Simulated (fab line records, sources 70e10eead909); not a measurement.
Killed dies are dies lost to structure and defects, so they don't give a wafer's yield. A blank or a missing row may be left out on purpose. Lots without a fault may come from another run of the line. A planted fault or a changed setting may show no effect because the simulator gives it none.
A struck lot beside a sound one | flow nand_harc | 14 steps out of a route of 1302
Sound: wafers L414.1, L414.5, L414.6. Struck: wafer L423.5. (L423.1, L423.6 of the same lot were not struck and are left out.) The cause comes at the end.
At each step with rows: each side's tool, then ch and its chambers, then its first start. Under that, the readings that differ: sound wafers | struck wafers | difference of the means | sigmas: that difference in standard deviations of wafers without a fault.
alike: readings whose means differ by less than 2 such deviations, and words and numbers that are the same on both sides. not compared: withheld readings, readings that some wafer has no value for, bounds like >300 that may hide the same value, and numbers for which the record gives no deviation and whose values overlap.
The two part at a step that has a row with sigmas, a row that says differs or no value, or rows on one side only. Numbers that don't overlap but have no deviation are shown without sigmas and don't part them. A reading that every wafer of one side lacks parts them only if that side has two wafers or more.

first, 1 step without rows for these wafers: NHARC_A_ONON_D1_DEP_09 (target thk 1000 nm).
NHARC_A_ONON_D1_THK_MEAS_11: measures by ellipsometry.
  sound on film_metro-01, day 8 18:00; struck on film_metro-02, day 12 05:25
  alike: thk_nm
then, 1 step without rows for these wafers: NHARC_A_ONON_D1_DEP_12 (target thk 1000 nm).
NHARC_A_ONON_D1_THK_MEAS_14: measures by ellipsometry.
  sound on film_metro-01, day 8 18:34; struck on film_metro-01, day 12 06:00
  reading     | sound          | struck | difference | sigmas
  thk_nm (nm) | 1020 1019 1019 | 1001   | -18        | -3
then, 2 steps without rows for these wafers: NHARC_A_ONON_D1_ANNEAL_15 (time 3600 s); NHARC_A_ONON_D1_DEP_16 (target thk 1000 nm).
NHARC_A_ONON_D1_THK_MEAS_18: measures by ellipsometry.
  sound on film_metro-01, day 9 04:52; struck on film_metro-01, day 12 15:13
  alike: thk_nm
then, 1 step without rows for these wafers: NHARC_A_ONON_D1_DEP_19 (target thk 1000 nm).
NHARC_A_ONON_D1_THK_MEAS_21: measures by ellipsometry.
  sound on film_metro-01, day 9 05:26; struck on film_metro-02, day 12 15:46
  alike: thk_nm
then, 1 step without rows for these wafers: NHARC_A_ONON_D1_DEP_22 (target thk 1000 nm).
NHARC_A_ONON_D1_THK_MEAS_24: measures by ellipsometry.
  sound on film_metro-02, day 9 06:01; struck on film_metro-01, day 12 16:20
  alike: thk_nm
NHARC_A_ONON_D1_DEP_25: target thk 1000 nm.
  sound on pecvd_onon-03 ch 0, day 9 06:11; struck on pecvd_onon-02 ch 0, day 12 16:24
  alike: n2o_flow_sccm
NHARC_A_ONON_D1_THK_MEAS_27: measures by ellipsometry.
  sound on film_metro-01, day 9 06:42; struck on film_metro-01, day 12 17:05
  reading     | sound        | struck | difference | sigmas
  thk_nm (nm) | 998 1000 999 | 472    | -527       | -68
  not compared: hold
-- the record jumps here: 17 days lie between the struck wafers' starts before and after (it left off in module A_ONON_D1 and takes up again in module END, whose first step shown is number 1302 of the route) --
NHARC_END_SORT_01:
  sound on prober-02 ch 0, day 26 03:28; struck on prober-01 ch 0, day 29 18:56
  reading         | sound    | struck                   | difference                   | sigmas
  hold            | - - -    | await_dispo/1.0h/release | no value on the sound wafers |
  killed_at_array | 49 54 60 | 672                      | +618                         | +31
  killed_dies     | 51 59 60 | 677                      | +620                         | +31
  killed_short    | 1 6 3    | 0                        | -3                           | -2
  alike: killed_at_other, killed_at_periphery, killed_open

WHERE THEY PART
First at NHARC_A_ONON_D1_THK_MEAS_14; last, within this record, at NHARC_END_SORT_01.

WHY: what the simulator had put in
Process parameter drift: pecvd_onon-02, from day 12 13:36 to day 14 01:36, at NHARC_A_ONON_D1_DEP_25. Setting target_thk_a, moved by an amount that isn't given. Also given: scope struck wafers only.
